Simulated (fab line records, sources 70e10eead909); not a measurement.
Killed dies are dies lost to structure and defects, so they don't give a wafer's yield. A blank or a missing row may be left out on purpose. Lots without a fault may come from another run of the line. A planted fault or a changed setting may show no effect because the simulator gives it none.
Chamber matching | flow nand_harc | NHARC_A_CHANNEL_FILL_D2_STRIP_28 on rie_diel-11: 4 sister chambers
The step strips in O2, time 20 s. 4 wafers are shown with their chamber, then 7 later ones without.

WAFERS WITH THEIR CHAMBER
wafer  | chamber | rf_vpp_V (V)
L076.4 | 3       | 55.4
L080.1 | 1       | 57.9
L083.1 | 2       | 57.5
L083.2 | 0       | 58.8

WAFERS WITHOUT THEIR CHAMBER
wafer  | rf_vpp_V (V)
L083.6 | 56.5
L092.3 | 58.8
L092.5 | 58.3
L092.6 | 56.9
L094.4 | 56.6
L094.5 | 59.3
L094.6 | 57.7

WHICH CHAMBER EACH WENT THROUGH
wafer  | from the rows above          | in truth
L083.6 | can't be placed: 2 or 3 or 1 | 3
L092.3 | can't be placed: 0 or 1      | 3
L092.5 | can't be placed: 1 or 0 or 2 | 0
L092.6 | can't be placed: 2 or 1 or 3 | 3
L094.4 | can't be placed: 2 or 3 or 1 | 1
L094.5 | can't be placed: 0 or 1      | 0
L094.6 | can't be placed: 1 or 2 or 0 | 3
Placed correctly: 0 of 7. Can't be placed from these rows: 7 (the true chamber is among the candidates in 5). Placed wrongly: 0.
How it was worked out, from the rows above alone: a wafer's distance from a chamber is the root of the sum, over the readings, of the square of ((its reading less the chamber's mean) divided by the reading's scatter). The wafer belongs to the nearest chamber; if the next one is less than 2 further off, it can't be placed. A chamber's mean is the mean of its shown wafers. The scatter: with one shown wafer a chamber, the root of the mean of the squares of how far each hidden wafer lies from its nearest shown one.
